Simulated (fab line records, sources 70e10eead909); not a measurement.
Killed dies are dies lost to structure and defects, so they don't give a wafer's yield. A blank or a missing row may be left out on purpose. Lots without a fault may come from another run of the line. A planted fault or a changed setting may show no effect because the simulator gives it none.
Chamber matching | flow nand_harc | NHARC_P_M0_CMP_23 on cmp-02: 4 sister chambers
The step polishes, t overpolish 20 s, target thk 117.54 nm. 4 wafers are shown with their chamber, then 8 later ones without.

WAFERS WITH THEIR CHAMBER
wafer  | chamber | motor_current_A (A)
L081.2 | 1       | 10.9
L084.6 | 0       | 12.3
L086.6 | 3       | 10.9
L089.1 | 2       | 13.4

WAFERS WITHOUT THEIR CHAMBER
wafer  | motor_current_A (A)
L089.2 | 11.5
L089.6 | 11.7
L090.2 | 12.9
L090.3 | 11.3
L090.5 | 13.7
L093.4 | 11.8
L093.5 | 10.5
L093.6 | 12.7

WHICH CHAMBER EACH WENT THROUGH
wafer  | from the rows above          | in truth
L089.2 | can't be placed: 1 or 3 or 0 | 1
L089.6 | can't be placed: 0 or 1 or 3 | 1
L090.2 | can't be placed: 2 or 0      | 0
L090.3 | can't be placed: 1 or 3 or 0 | 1
L090.5 | 2                            | 2
L093.4 | can't be placed: 0 or 1 or 3 | 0
L093.5 | can't be placed: 1 or 3      | 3
L093.6 | can't be placed: 0 or 2      | 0
Placed correctly: 1 of 8. Can't be placed from these rows: 7 (the true chamber is among the candidates in 7). Placed wrongly: 0.
How it was worked out, from the rows above alone: a wafer's distance from a chamber is the root of the sum, over the readings, of the square of ((its reading less the chamber's mean) divided by the reading's scatter). The wafer belongs to the nearest chamber; if the next one is less than 2 further off, it can't be placed. A chamber's mean is the mean of its shown wafers. The scatter: with one shown wafer a chamber, the root of the mean of the squares of how far each hidden wafer lies from its nearest shown one.
